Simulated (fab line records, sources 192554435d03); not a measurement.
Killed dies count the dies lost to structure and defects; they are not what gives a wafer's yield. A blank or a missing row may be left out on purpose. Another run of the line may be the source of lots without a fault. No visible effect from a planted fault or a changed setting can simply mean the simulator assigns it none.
Chamber matching	flow n5-finfet	rie-diel-06 running N5_STI_FIN_REVEAL_ETCHBACK_08: 4 sister chambers
The step etches SiO2 in C4F6/O2, target depth 30.5 nm, time 10.167 s. 18 wafers are shown with their chamber, then 9 later ones without.

WAFERS, EACH WITH ITS CHAMBER
wafer	chamber	rf-vpp-V (V)	drypump-motor-current-A (A)	showerhead-plenum-p-Torr (Torr)
L076.1	1	679	4.9	2.89
L076.3	0	632	5.5	2.70
L076.5	0	630	5.5	2.70
L082.1	0	630	5.5	2.69
L082.2	2	663	5.5	2.88
L082.5	0	630	5.5	2.69
L084.1	0	630	5.5	2.69
L084.5	2	664	5.5	2.88
L084.6	3	657	5.3	2.80
L085.2	3	658	5.3	2.80
L085.3	2	664	5.5	2.88
L085.5	2	663	5.5	2.88
L086.1	0	630	5.5	2.69
L086.5	1	680	4.9	2.88
L086.6	2	663	5.5	2.88
L088.1	2	663	5.5	2.87
L088.3	1	679	4.9	2.88
L088.5	0	631	5.6	2.69

SIGNATURES, as means of the wafers listed above
reading	chamber 0	chamber 1	chamber 2	chamber 3	scatter within a chamber
rf-vpp-V	630.43	679.33	663.33	657.50	0.666
drypump-motor-current-A	5.514	4.900	5.500	5.300	0.0247
showerhead-plenum-p-Torr	2.6929	2.8833	2.8783	2.8000	0.00457
Rule: a wafer lies at a distance from a chamber equal to the root of the sum of squares, over the readings, of (its reading less the chamber's mean, divided by the reading's scatter). If the next closest chamber is less than 2 further off than the closest, the wafer can't be placed; otherwise it belongs to the closest. How the scatter is found: for the shown wafers, subtract from each reading the mean of its chamber, square and add these, divide the total by (wafers less chambers), then take the root.

WAFERS MISSING THEIR CHAMBER
wafer	rf-vpp-V (V)	drypump-motor-current-A (A)	showerhead-plenum-p-Torr (Torr)
L092.1	680	4.9	2.87
L092.2	659	5.3	2.80
L092.3	664	5.5	2.87
L096.2	664	5.5	2.87
L096.3	641	5.5	3.02
L096.6	641	5.5	3.02
L097.1	664	5.5	2.87
L097.5	658	5.3	2.79
L097.6	642	5.5	3.02

THE CHAMBER EACH PASSED THROUGH
wafer	from the rows above	in truth
L092.1	1	1
L092.2	3	3
L092.3	2	2
L096.2	2	2
L096.3	2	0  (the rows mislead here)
L096.6	2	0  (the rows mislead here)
L097.1	2	2
L097.5	3	3
L097.6	2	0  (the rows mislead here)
6 of 9 placed correctly. Left unplaced by these rows: 0. Wrongly placed: 3.
